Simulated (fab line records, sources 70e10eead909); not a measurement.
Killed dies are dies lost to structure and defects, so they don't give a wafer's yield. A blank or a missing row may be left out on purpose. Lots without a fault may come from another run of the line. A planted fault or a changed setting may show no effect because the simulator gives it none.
Which tool did it? | flow nand_harc | 6 lots, 18 wafers sampled, at 5 steps of a route of 1302

WHAT THE GAUGES READ, wafer by wafer
NHARC_END_SORT_01.
lot | measured | on | killed_at_array

WHICH TOOL RAN EACH LOT (tool, then ch and the chambers of the sampled wafers, then the start)
lot  | NHARC_P_GATE_EXPOSE_56            | NHARC_A_BONDPAD_STRIP_15           | NHARC_THIN_TSV_ANNEAL_52         | NHARC_THIN_TSV_STRIP_56
L971 | krf_scanner-01 ch 0, day 6 14:41  | rie_diel-07 ch 0,2,3, day 24 13:23 | rtp_anneal-02 ch 0, day 25 09:05 | plasma_asher-01 ch 0,1, day 25 11:34
L973 | krf_scanner-04 ch 0, day 7 09:08  | rie_diel-07 ch 0,1,3, day 24 13:59 | rtp_anneal-01 ch 0, day 25 07:48 | plasma_asher-02 ch 0,1, day 25 10:19
L975 | krf_scanner-01 ch 0, day 8 13:08  | rie_diel-01 ch 0,1,3, day 25 21:50 | rtp_anneal-02 ch 0, day 26 14:50 | plasma_asher-01 ch 0,1, day 26 17:26
L977 | krf_scanner-03 ch 0, day 9 02:13  | rie_diel-01 ch 1,2, day 26 08:17   | rtp_anneal-02 ch 0, day 27 03:43 | plasma_asher-02 ch 0,1, day 27 06:11
L979 | krf_scanner-04 ch 0, day 9 15:16  | rie_diel-07 ch 0,1,3, day 27 08:25 | rtp_anneal-02 ch 0, day 28 04:26 | plasma_asher-01 ch 0,1, day 28 07:01
L984 | krf_scanner-04 ch 0, day 11 16:53 | rie_diel-01 ch 0,1,3, day 28 15:38 | rtp_anneal-02 ch 0, day 29 11:27 | plasma_asher-02 ch 0, day 29 13:55
- NHARC_P_GATE_EXPOSE_56: exposes mask P PSD, target cd 720 nm.
- NHARC_A_BONDPAD_STRIP_15: strips in O2.
- NHARC_THIN_TSV_ANNEAL_52: time 90 s.
- NHARC_THIN_TSV_STRIP_56: strips in O2.

THE ANSWER, worked out from the rows above alone
Rule: what is usual is taken from the lots themselves. Put in order of their means at a reading, lots are off if they are a third of the lots or fewer, leave a main group of 4 or more, and stand apart from it by a gap of 3 or more times the standard deviation of the main group's means; of several such gaps the widest counts. A main group whose means are all the same, to the digits that the tables above print for the reading, isn't used. A lot without any number at a reading at which 4 lots or more have one is off too. The other lots that the step has rows for count as sound.
No lot is off at any reading shown: from this, nothing can be told.

WHAT THE SIMULATOR HAD PUT IN
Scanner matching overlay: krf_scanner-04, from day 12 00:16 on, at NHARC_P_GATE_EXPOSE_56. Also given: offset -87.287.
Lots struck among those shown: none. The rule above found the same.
